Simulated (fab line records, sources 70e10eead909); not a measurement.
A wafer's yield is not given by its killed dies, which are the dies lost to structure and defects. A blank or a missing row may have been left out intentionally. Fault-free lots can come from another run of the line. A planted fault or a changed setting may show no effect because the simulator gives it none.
Struck lot and sound lot, side by side + flow nand harc + 14 out of 1302 route steps
Sound: these wafers, L833.1, L833.2, L833.4. Struck: wafer L826.1; the same lot's L826.6 was not struck, so it is left out; see the end for the cause.
For every step that has rows: the tool of each side, followed by ch and its chambers, followed by its first start. Under that, the readings that differ: sound wafers + struck wafers + difference of the means + sigmas: that difference in standard deviations of wafers without a fault.
alike: same words and numbers on both sides, and readings whose means sit less than 2 such deviations apart. not compared: any withheld reading, any reading some wafer has no value for, any bound like >300 that may hide the same value, and any number with overlapping values for which the record gives no deviation.
Wherever a step has rows on one side only, a row that says differs or no value, or a row with sigmas, the two part there. Numbers that don't overlap but have no deviation are shown without sigmas and don't part them. A reading that every wafer of one side lacks parts them only if that side has two wafers or more.

first, 1 step without rows for these wafers: NHARC_A_CHANNEL_FILL_D2_ALD_15 (deposits SiNx, target thk 2 nm, pulse time 60 s, ald cycles 19).
NHARC_A_CHANNEL_FILL_D2_ALD_16: deposits SiO2, target thk 1.5 nm, pulse time 10 s, ald cycles 15.
  sound on ald hk-02 ch 0,2,3, day 20 20:34; struck on ald hk-04 ch 1, day 18 13:01
  alike: heater power w, precursor pulse height rel
  not compared: ald cycles
then, 2 steps without rows for these wafers: NHARC_A_CHANNEL_FILL_D2_ANNEAL_17 (time 1800 s); NHARC_A_CHANNEL_FILL_D2_CVD_18 (deposits poly-Si, target thk 3 nm).
NHARC_A_CHANNEL_FILL_D2_ETCHBACK_19: etches the open film in HBr/Cl2, target depth 5 nm, time 1.7 s.
  sound on rie si-02 ch 0,1,2, day 21 08:20; struck on rie si-01 ch 0, day 19 01:20
| reading                | sound          | struck | difference | sigmas |
|------------------------|----------------|--------|------------|--------|
| rf hours counter h (h) | 0.17 0.14 0.13 | 0.36   | +0.21      |        |
  alike: drypump motor current A, oes product au, rf fwd power W, throttle valve pct
NHARC_A_CHANNEL_FILL_D2_ETCHBACK_20: etches the open film in C4F8/O2/Ar, target depth 27 nm, time 13.5 s.
  sound on rie diel-07 ch 0,1,2, day 21 08:27; struck on rie diel-07 ch 1, day 19 01:28
| reading                | sound | struck | difference | sigmas |
|------------------------|-------|--------|------------|--------|
| rf hours counter h (h) | 0 0 0 | 4      | +4         |        |
  alike: oes product au, rf fwd power W, rf vpp V
NHARC_A_CHANNEL_FILL_D2_STRIP_28: strips in O2, time 20 s.
  sound on rie diel-07 ch 0,1,3, day 21 08:33; struck on rie diel-07 ch 0, day 19 01:34
| reading                | sound | struck | difference | sigmas |
|------------------------|-------|--------|------------|--------|
| rf hours counter h (h) | 0 0 0 | 3      | +3         |        |
  alike: drypump motor current A, oes product au, rf vpp V, showerhead plenum p Torr, throttle valve pct
then, 4 steps without rows for these wafers: NHARC_A_CHANNEL_FILL_D2_PRECLEAN_21 (cleans in dHF, time 30 s); NHARC_A_CHANNEL_FILL_D2_SRD_23; NHARC_A_CHANNEL_FILL_D2_CVD_05 (deposits poly-Si, target thk 5 nm); NHARC_A_CHANNEL_FILL_D2_ANNEAL_22 (time 7200 s).
NHARC_A_CHANNEL_FILL_D2_ALD_25: deposits SiOx, target thk 60 nm, pulse time 10 s, ald cycles 600.
  sound on ald hk-04 ch 0,1,2, day 21 20:59; struck on ald hk-02 ch 1, day 19 13:38
| reading            | sound       | struck | difference | sigmas |
|--------------------|-------------|--------|------------|--------|
| ald cycles         | 600 600 600 | 825    | +225       |        |
| heater power w (W) | 474 404 389 | 526    | +104       | +3     |
  alike: precursor pulse height rel
NHARC_A_CHANNEL_FILL_D2_ETCHBACK_08: etches the open film in C4F8, target depth 220 nm, time 110 s.
  sound on rie diel-11 ch 0,2,3; struck on rie diel-07 ch 3
| reading                | sound | struck | difference | sigmas |
|------------------------|-------|--------|------------|--------|
| rf hours counter h (h) | 2 1 2 | 5      | +3         |        |
  alike: oes product au, rf fwd power W, rf vpp V
-- break in the record here, with 9 days between the starts of the struck wafers on either side (left off in module A_CHANNEL_FILL_D2, picked up again in module END, where the first step shown is number 1302 on the route) --
NHARC_END_SORT_01:
  the record has rows for the struck wafers here (prober-01 ch 0, day 28 15:08) and none for the sound ones

== WHERE THEY PART ==
Last at NHARC_END_SORT_01 as far as this record goes, first at NHARC_A_CHANNEL_FILL_D2_ALD_25.

WHY: what the simulator had put in
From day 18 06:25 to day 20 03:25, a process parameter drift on ald hk-02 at NHARC_A_CHANNEL_FILL_D2_ALD_25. The setting ald cycles was moved by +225, starting from 600. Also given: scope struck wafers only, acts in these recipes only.
